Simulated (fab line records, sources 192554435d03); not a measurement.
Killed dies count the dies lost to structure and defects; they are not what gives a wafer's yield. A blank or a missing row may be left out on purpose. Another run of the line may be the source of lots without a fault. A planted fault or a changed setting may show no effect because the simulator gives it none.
Matching of chambers + flow n5 finfet + rie diel-01 running N5_MOL_CONTACT_COAG_ETCHBACK_135: 4 sister chambers
The step etches SiO2 in CHF3, target depth 25 nm, time 16.7 s. 18 wafers are shown with their chamber, then 9 later ones without.

== WAFERS, EACH WITH ITS CHAMBER ==
| wafer  | chamber | showerhead plenum p Torr (Torr) | drypump motor current A (A) | throttle valve pct (%) |
|--------|---------|---------------------------------|-----------------------------|------------------------|
| L074.1 | 1       | 2.37                            | 6.6                         | 18.95                  |
| L074.3 | 0       | 2.53                            | 6.5                         | 18.76                  |
| L074.5 | 3       | 2.43                            | 6.1                         | 18.74                  |
| L075.3 | 3       | 2.43                            | 6.1                         | 18.76                  |
| L075.5 | 0       | 2.53                            | 6.4                         | 18.75                  |
| L075.6 | 1       | 2.37                            | 6.7                         | 18.95                  |
| L077.1 | 0       | 2.53                            | 6.5                         | 18.75                  |
| L077.4 | 1       | 2.37                            | 6.6                         | 18.96                  |
| L077.6 | 2       | 2.40                            | 5.9                         | 18.56                  |
| L078.1 | 0       | 2.53                            | 6.5                         | 18.77                  |
| L078.2 | 2       | 2.40                            | 5.9                         | 18.58                  |
| L078.3 | 3       | 2.42                            | 6.1                         | 18.76                  |
| L079.2 | 0       | 2.53                            | 6.5                         | 18.78                  |
| L079.3 | 3       | 2.42                            | 6.1                         | 18.78                  |
| L079.5 | 3       | 2.42                            | 6.1                         | 18.77                  |
| L082.3 | 0       | 2.53                            | 6.4                         | 18.78                  |
| L082.4 | 3       | 2.42                            | 6.1                         | 18.79                  |
| L082.5 | 1       | 2.36                            | 6.7                         | 18.99                  |

SIGNATURES (averages over the wafers above)
| reading                  | chamber 0 | chamber 1 | chamber 2 | chamber 3 | scatter within a chamber |
|--------------------------|-----------|-----------|-----------|-----------|--------------------------|
| showerhead plenum p Torr | 2.5300    | 2.3675    | 2.4000    | 2.4233    | 0.00386                  |
| drypump motor current A  | 6.467     | 6.650     | 5.900     | 6.100     | 0.0408                   |
| throttle valve pct       | 18.7650   | 18.9625   | 18.5700   | 18.7667   | 0.0164                   |
Rule: for each reading, subtract the chamber's mean from the wafer's reading, divide by that reading's scatter and square the result; add these up over the readings and take the root, which gives the wafer's distance from the chamber. The wafer belongs to the nearest chamber; if the next one is less than 2 further off, it can't be placed. The scatter: the root of (the sum of the squares of (reading less its chamber's mean) over the shown wafers, divided by (wafers less chambers)).

== WAFERS WITHOUT THEIR CHAMBER ==
| wafer  | showerhead plenum p Torr (Torr) | drypump motor current A (A) | throttle valve pct (%) |
|--------|---------------------------------|-----------------------------|------------------------|
| L083.1 | 2.42                            | 6.1                         | 18.81                  |
| L083.3 | 2.39                            | 5.9                         | 18.61                  |
| L083.5 | 2.42                            | 6.1                         | 18.78                  |
| L087.2 | 2.36                            | 6.6                         | 19.00                  |
| L087.3 | 2.52                            | 6.5                         | 18.80                  |
| L087.4 | 2.39                            | 5.9                         | 18.61                  |
| L089.1 | 2.36                            | 6.6                         | 19.00                  |
| L089.3 | 2.41                            | 6.1                         | 18.81                  |
| L089.4 | 2.52                            | 6.4                         | 18.80                  |

== THE CHAMBER EACH PASSED THROUGH ==
| wafer  | from the rows above | in truth |
|--------|---------------------|----------|
| L083.1 | 3                   | 3        |
| L083.3 | 2                   | 2        |
| L083.5 | 3                   | 3        |
| L087.2 | 1                   | 1        |
| L087.3 | 0                   | 0        |
| L087.4 | 2                   | 2        |
| L089.1 | 1                   | 1        |
| L089.3 | 3                   | 3        |
| L089.4 | 0                   | 0        |
Correct placement for 9 of the 9. Can't be placed from these rows: 0. Placed wrongly: 0.
